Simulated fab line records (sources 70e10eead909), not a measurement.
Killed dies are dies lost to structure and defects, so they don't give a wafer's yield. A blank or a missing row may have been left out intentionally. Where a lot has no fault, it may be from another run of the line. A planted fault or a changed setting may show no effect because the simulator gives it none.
Chamber matching    flow nandHarc    NHARC_P_CONTACT_CMP_01 on cmp-01 has 4 sister chambers
The step polishes SiO2, target thk 200 nm. 16 wafers are shown with their chamber, then 8 later ones without.

== WAFERS, EACH WITH ITS CHAMBER ==
wafer   chamber  motorCurrentA (A)
L075.2  1        10.0
L075.3  3        12.9
L075.6  3        13.5
L077.2  2        13.6
L077.4  1        9.9
L077.5  2        13.7
L080.1  3        12.5
L080.2  1        10.0
L080.3  0        13.8
L080.4  2        13.7
L080.5  2        14.3
L080.6  1        10.4
L083.2  3        12.3
L083.3  1        9.9
L083.5  0        12.7
L088.2  0        13.6

SIGNATURES, as means of the wafers listed above
reading        chamber 0  chamber 1  chamber 2  chamber 3  scatter within a chamber
motorCurrentA  13.367     10.040     13.825     12.800     0.409
Rule: for a wafer and a chamber, the distance is found by dividing, reading by reading, the gap between the wafer's reading and the chamber's mean by the reading's scatter, squaring, summing and taking the root. The wafer belongs to the nearest chamber; if the next one is less than 2 further off, it can't be placed. The scatter is the square root of a quotient: the sum, over the shown wafers, of each reading's squared deviation from its chamber's mean, divided by wafers minus chambers.

== WAFERS WITH NO CHAMBER GIVEN ==
wafer   motorCurrentA (A)
L088.4  13.4
L088.5  12.5
L089.2  10.0
L089.4  12.4
L089.6  13.5
L093.3  9.6
L093.4  13.5
L093.5  12.7

== EACH ONE'S CHAMBER ==
wafer   from the rows above           in truth
L088.4  can't be placed: 0 or 2 or 3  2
L088.5  can't be placed: 3 or 0       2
L089.2  1                             1
L089.4  can't be placed: 3 or 0       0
L089.6  can't be placed: 0 or 2 or 3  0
L093.3  1                             1
L093.4  can't be placed: 0 or 2 or 3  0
L093.5  can't be placed: 3 or 0       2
2 of 8 placed correctly. Can't be placed from these rows: 6 (the true chamber is among the candidates in 4). 0 placed wrongly.
